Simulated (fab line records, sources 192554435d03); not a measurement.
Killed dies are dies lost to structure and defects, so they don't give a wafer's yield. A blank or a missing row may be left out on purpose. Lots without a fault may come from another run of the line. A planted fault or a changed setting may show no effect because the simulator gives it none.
Chamber matching | flow n5_finfet | N5_BEOL_M15_STRIP_36 on rie_diel-05: 4 sister chambers
The step strips in O2. 20 wafers are shown with their chamber, then 10 later ones without.

WAFERS WITH THEIR CHAMBER
wafer  | chamber | showerhead_plenum_p_Torr (Torr) | throttle_valve_pct (%) | drypump_motor_current_A (A)
L079.1 | 2       | 2.18                            | 17.13                  | 6.3
L079.4 | 0       | 2.16                            | 16.58                  | 6.1
L079.6 | 2       | 2.18                            | 17.07                  | 6.3
L080.1 | 0       | 2.16                            | 16.61                  | 6.1
L080.2 | 1       | 2.11                            | 16.54                  | 5.7
L080.3 | 2       | 2.18                            | 17.09                  | 6.4
L083.1 | 0       | 2.16                            | 16.63                  | 6.1
L083.2 | 2       | 2.18                            | 17.13                  | 6.3
L083.6 | 3       | 2.20                            | 16.75                  | 6.1
L087.1 | 1       | 2.11                            | 16.58                  | 5.8
L087.3 | 2       | 2.18                            | 17.12                  | 6.3
L087.5 | 0       | 2.16                            | 16.62                  | 6.1
L088.1 | 3       | 2.20                            | 16.76                  | 6.1
L088.2 | 1       | 2.10                            | 16.56                  | 5.7
L088.3 | 0       | 2.16                            | 16.62                  | 6.1
L088.4 | 2       | 2.18                            | 17.12                  | 6.4
L088.5 | 3       | 2.20                            | 16.76                  | 6.1
L088.6 | 0       | 2.16                            | 16.62                  | 6.1
L089.1 | 0       | 2.16                            | 16.67                  | 6.1
L089.2 | 1       | 2.10                            | 16.56                  | 5.8

SIGNATURES (means of the wafers above)
reading                  | chamber 0 | chamber 1 | chamber 2 | chamber 3 | scatter within a chamber
showerhead_plenum_p_Torr | 2.1600    | 2.1050    | 2.1800    | 2.2000    | 0.0025
throttle_valve_pct       | 16.6214   | 16.5600   | 17.1100   | 16.7567   | 0.0226
drypump_motor_current_A  | 6.100     | 5.750     | 6.333     | 6.100     | 0.0382
Rule: a wafer's distance from a chamber is the root of the sum, over the readings, of the square of ((its reading less the chamber's mean) divided by the reading's scatter). The wafer belongs to the nearest chamber; if the next one is less than 2 further off, it can't be placed. The scatter: the root of (the sum of the squares of (reading less its chamber's mean) over the shown wafers, divided by (wafers less chambers)).

WAFERS WITHOUT THEIR CHAMBER
wafer  | showerhead_plenum_p_Torr (Torr) | throttle_valve_pct (%) | drypump_motor_current_A (A)
L089.5 | 2.15                            | 16.63                  | 6.1
L093.2 | 2.10                            | 16.57                  | 5.8
L093.4 | 2.17                            | 17.16                  | 6.3
L093.6 | 2.20                            | 16.75                  | 6.1
L097.3 | 2.15                            | 16.67                  | 6.1
L097.5 | 2.17                            | 17.15                  | 6.4
L097.6 | 2.10                            | 16.58                  | 5.7
L096.3 | 2.15                            | 16.68                  | 6.1
L096.4 | 2.20                            | 16.77                  | 6.1
L096.5 | 2.20                            | 16.78                  | 6.1

WHICH CHAMBER EACH WENT THROUGH
wafer  | from the rows above | in truth
L089.5 | 0                   | 0
L093.2 | 1                   | 1
L093.4 | 2                   | 2
L093.6 | 3                   | 3
L097.3 | 0                   | 0
L097.5 | 2                   | 2
L097.6 | 1                   | 1
L096.3 | 0                   | 0
L096.4 | 3                   | 3
L096.5 | 3                   | 3
Placed correctly: 10 of 10. Can't be placed from these rows: 0. Placed wrongly: 0.
